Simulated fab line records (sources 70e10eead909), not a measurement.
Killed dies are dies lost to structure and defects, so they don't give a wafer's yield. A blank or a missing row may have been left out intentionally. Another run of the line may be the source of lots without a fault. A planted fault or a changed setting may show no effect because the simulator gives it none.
The tool behind it: which one?    flow nand-harc    72 wafers from 24 lots sampled at 4 of the route's 1302 steps

## WHAT THE GAUGES READ, wafer by wafer
NHARC_P_M2_INSPECT_27. Usual: raw-defect-count at 331, with a standard deviation of 130.
lot   measured      on                 raw-defect-count  flag
L075  day 6 20:46   defect-inspect-01  257 234 315       
L074  day 6 21:32   defect-inspect-02  234 498 335       
L076  day 7 10:40   defect-inspect-02  156 266 187       
L077  day 8 04:37   defect-inspect-01  243 152 172       
L078  day 8 07:23   defect-inspect-02  345 228 232       
L079  day 8 16:47   defect-inspect-01  378 305 386       
L080  day 9 02:29   defect-inspect-02  365 322 331       
L081  day 9 11:02   defect-inspect-02  366 171 249       
L082  day 9 20:05   defect-inspect-02  391 274 158       
L083  day 10 02:12  defect-inspect-01  229 313 314       
L084  day 10 15:56  defect-inspect-02  219 379 297       
L085  day 10 22:43  defect-inspect-01  308 416 484       
L086  day 11 22:01  defect-inspect-01  456 216 321       
L087  day 12 14:12  defect-inspect-02  322 315 226       
L088  day 12 14:54  defect-inspect-02  386 506 686       
L089  day 13 01:49  defect-inspect-01  454 228 235       
L090  day 13 11:49  defect-inspect-01  425 525 640       
L091  day 14 01:19  defect-inspect-01  507 620 364       
L092  day 14 09:26  defect-inspect-02  251 243 396       
L093  day 14 16:14  defect-inspect-02  290 315 165       
L094  day 14 19:57  defect-inspect-01  208 378 296       
L095  day 15 07:34  defect-inspect-02  389 318 328       
L096  day 15 17:10  defect-inspect-02  163 207 181       
L097  day 15 22:10  defect-inspect-02  639 355 317       

## WHICH TOOL RAN EACH LOT (tool, then ch and the chambers of the sampled wafers, then the start)
lot   NHARC_P_M1_PRE_CLEAN_32          NHARC_P_M1_DEP_33                NHARC_P_M2_ETCH_15
L075  pecvd-02 ch 0,1,2, day 6 16:36   pecvd-02 ch 0,1,2, day 6 16:41   rie-diel-01 ch 0,3, day 6 20:46 or earlier
L074  pecvd-02 ch 0,2, day 6 17:27     pecvd-02 ch 0,2, day 6 17:35     rie-diel-01 ch 0,2, day 6 21:32 or earlier
L076  pecvd-01 ch 0,1,2, day 7 06:32   pecvd-01 ch 0,1,2, day 7 06:37   rie-diel-01 ch 0,1,2, day 7 10:40 or earlier
L077  pecvd-02 ch 0,2, day 8 00:37     pecvd-02 ch 0,2, day 8 00:44     rie-diel-01 ch 0,1,3, day 8 04:37 or earlier
L078  pecvd-01 ch 0,1,2, day 8 03:27   pecvd-01 ch 0,1,2, day 8 03:34   rie-diel-08 ch 0,2,3, day 8 07:23 or earlier
L079  pecvd-01 ch 0,1,2, day 8 12:44   pecvd-01 ch 0,1,2, day 8 12:50   rie-diel-13 ch 0,2,3, day 8 16:47 or earlier
L080  pecvd-02 ch 0,2, day 8 21:59     pecvd-02 ch 0,2, day 8 22:07     rie-diel-13 ch 2,3, day 9 02:29 or earlier
L081  pecvd-01 ch 0,2, day 9 02:33     pecvd-01 ch 0,2, day 9 02:38     rie-diel-08 ch 1,2,3, day 9 11:02 or earlier
L082  pecvd-03 ch 0,1,2, day 9 16:01   pecvd-03 ch 0,1,2, day 9 16:11   rie-diel-08 ch 2,3, day 9 20:05 or earlier
L083  pecvd-01 ch 0,1, day 9 21:51     pecvd-01 ch 0,1, day 9 22:06     rie-diel-08 ch 0,1,2, day 10 02:12 or earlier
L084  pecvd-01 ch 0,2, day 10 11:50    pecvd-01 ch 0,2, day 10 11:55    rie-diel-08 ch 2,3, day 10 15:56 or earlier
L085  pecvd-01 ch 0,1,2, day 10 18:38  pecvd-01 ch 0,1,2, day 10 18:43  rie-diel-08 ch 0,2,3, day 10 22:43 or earlier
L086  pecvd-01 ch 1,2, day 11 17:56    pecvd-01 ch 1,2, day 11 18:01    rie-diel-13 ch 0,3, day 11 22:01 or earlier
L087  pecvd-01 ch 0,1,2, day 12 10:07  pecvd-01 ch 0,1,2, day 12 10:11  rie-diel-01 ch 0,2, day 12 14:12 or earlier
L088  pecvd-02 ch 0,1, day 12 10:46    pecvd-02 ch 0,1, day 12 10:51    rie-diel-08 ch 1,2,3, day 12 14:54 or earlier
L089  pecvd-01 ch 1,2, day 12 21:42    pecvd-01 ch 1,2, day 12 21:47    rie-diel-13 ch 0,1,3, day 13 01:49 or earlier
L090  pecvd-01 ch 0,2, day 13 07:44    pecvd-01 ch 0,2, day 13 07:51    rie-diel-01 ch 1,2,3, day 13 11:49 or earlier
L091  pecvd-01 ch 0,2, day 13 20:47    pecvd-01 ch 0,2, day 13 20:55    rie-diel-01 ch 0,1,2, day 14 01:19 or earlier
L092  pecvd-03 ch 0,2, day 14 05:29    pecvd-03 ch 0,2, day 14 05:35    rie-diel-08 ch 0,1,2, day 14 09:26 or earlier
L093  pecvd-03 ch 0,1, day 14 12:08    pecvd-03 ch 0,1, day 14 12:15    rie-diel-13 ch 0,2,3, day 14 16:14 or earlier
L094  pecvd-03 ch 0,1,2, day 14 15:52  pecvd-03 ch 0,1,2, day 14 15:56  rie-diel-13 ch 0,1,2, day 14 19:57 or earlier
L095  pecvd-01 ch 0,1,2, day 15 03:28  pecvd-01 ch 0,1,2, day 15 03:38  rie-diel-08 ch 0,3, day 15 07:34 or earlier
L096  pecvd-01 ch 0,1,2, day 15 13:03  pecvd-01 ch 0,1,2, day 15 13:08  rie-diel-01 ch 0,2, day 15 17:10 or earlier
L097  pecvd-02 ch 0,1,2, day 15 17:54  pecvd-02 ch 0,1,2, day 15 18:01  rie-diel-01 ch 0,2,3, day 15 22:10 or earlier
- NHARC_P_M1_PRE_CLEAN_32: time 12 s.
- NHARC_P_M1_DEP_33: deposits SiCN, target thk 30 nm.
- NHARC_P_M2_ETCH_15: etches the open film in C4F8/Ar, target depth 182.5 nm, time 91.2 s.

## AS READ BY THE TOOLS THEMSELVES (means over the sampled wafers that have a number; for cases with no such wafer, the mark the record gives instead)
NHARC_P_M1_PRE_CLEAN_32. Usual: heater-power-w at 656 W, with a standard deviation of 77.
lot   tool      heater-power-w (W)  flag
L075  pecvd-02  648                 
L074  pecvd-02  606                 
L076  pecvd-01  687                 
L077  pecvd-02  614                 
L078  pecvd-01  654                 
L079  pecvd-01  687                 
L080  pecvd-02  640                 
L081  pecvd-01  748                 
L082  pecvd-03  624                 
L083  pecvd-01  656                 
L084  pecvd-01  721                 
L085  pecvd-01  687                 
L086  pecvd-01  698                 
L087  pecvd-01  607                 
L088  pecvd-02  661                 
L089  pecvd-01  648                 
L090  pecvd-01  693                 
L091  pecvd-01  717                 
L092  pecvd-03  711                 
L093  pecvd-03  555                 
L094  pecvd-03  640                 
L095  pecvd-01  733                 
L096  pecvd-01  725                 
L097  pecvd-02  651                 

NHARC_P_M1_DEP_33. Usual: heater-power-w at 607 W, with a standard deviation of 73.
lot   tool      heater-power-w (W)  flag
L075  pecvd-02  562                 
L074  pecvd-02  551                 
L076  pecvd-01  614                 
L077  pecvd-02  616                 
L078  pecvd-01  589                 
L079  pecvd-01  648                 
L080  pecvd-02  575                 
L081  pecvd-01  674                 
L082  pecvd-03  563                 
L083  pecvd-01  607                 
L084  pecvd-01  682                 
L085  pecvd-01  631                 
L086  pecvd-01  616                 
L087  pecvd-01  608                 
L088  pecvd-02  562                 
L089  pecvd-01  548                 
L090  pecvd-01  700                 
L091  pecvd-01  633                 
L092  pecvd-03  658                 
L093  pecvd-03  559                 
L094  pecvd-03  563                 
L095  pecvd-01  702                 
L096  pecvd-01  664                 
L097  pecvd-02  574                 

NHARC_P_M2_ETCH_15. Usual: chamber-pressure-mTorr 25.001 mTorr, standard deviation 0.02; oes-product-au 0.940 a.u., standard deviation 0.021; rf-vpp-V 440 V, standard deviation 3.1.
lot   tool         chamber-pressure-mTorr (mTorr)  oes-product-au (a.u.)  rf-vpp-V (V)  flag
L075  rie-diel-01  24.996                          0.936                  443           
L074  rie-diel-01  25.033                          0.929                  442           
L076  rie-diel-01  25.009                          0.935                  443           
L077  rie-diel-01  25.010                          0.934                  443           
L078  rie-diel-08  24.985                          0.941                  437           
L079  rie-diel-13  24.992                          0.965                  438           
L080  rie-diel-13  25.021                          0.928                  436           
L081  rie-diel-08  25.001                          0.991                  438           
L082  rie-diel-08  25.015                          0.969                  439           
L083  rie-diel-08  24.994                          0.966                  439           
L084  rie-diel-08  25.005                          0.960                  441           
L085  rie-diel-08  25.008                          0.952                  438           
L086  rie-diel-13  25.005                          0.927                  439           
L087  rie-diel-01  25.002                          0.928                  443           
L088  rie-diel-08  25.004                          0.957                  439           
L089  rie-diel-13  25.005                          0.918                  438           
L090  rie-diel-01  25.009                          0.923                  442           
L091  rie-diel-01  24.983                          0.943                  442           
L092  rie-diel-08  25.010                          0.914                  439           
L093  rie-diel-13  24.991                          0.922                  436           
L094  rie-diel-13  25.004                          0.924                  437           
L095  rie-diel-08  24.993                          0.930                  437           
L096  rie-diel-01  24.992                          0.930                  441           
L097  rie-diel-01  25.002                          0.933                  443           

## THE ANSWER, worked out from the rows above alone
Rule: take the mean of a lot's wafers that have a number; if it is more than 3 standard deviations from the usual mean, the lot is off. A lot without any number at a reading at which 4 lots or more have one is off too. The other lots that the step has rows for count as sound. First the gauges in route order, then the tools' own readings, where a lot's mean is used as printed above. The first step at which some lot is off is used, and at that step the reading that is off furthest; a lot without a number counts as furthest.
No lot is off on any of the readings shown, so nothing can be concluded from this.

## WHAT THE SIMULATOR HAD INSERTED
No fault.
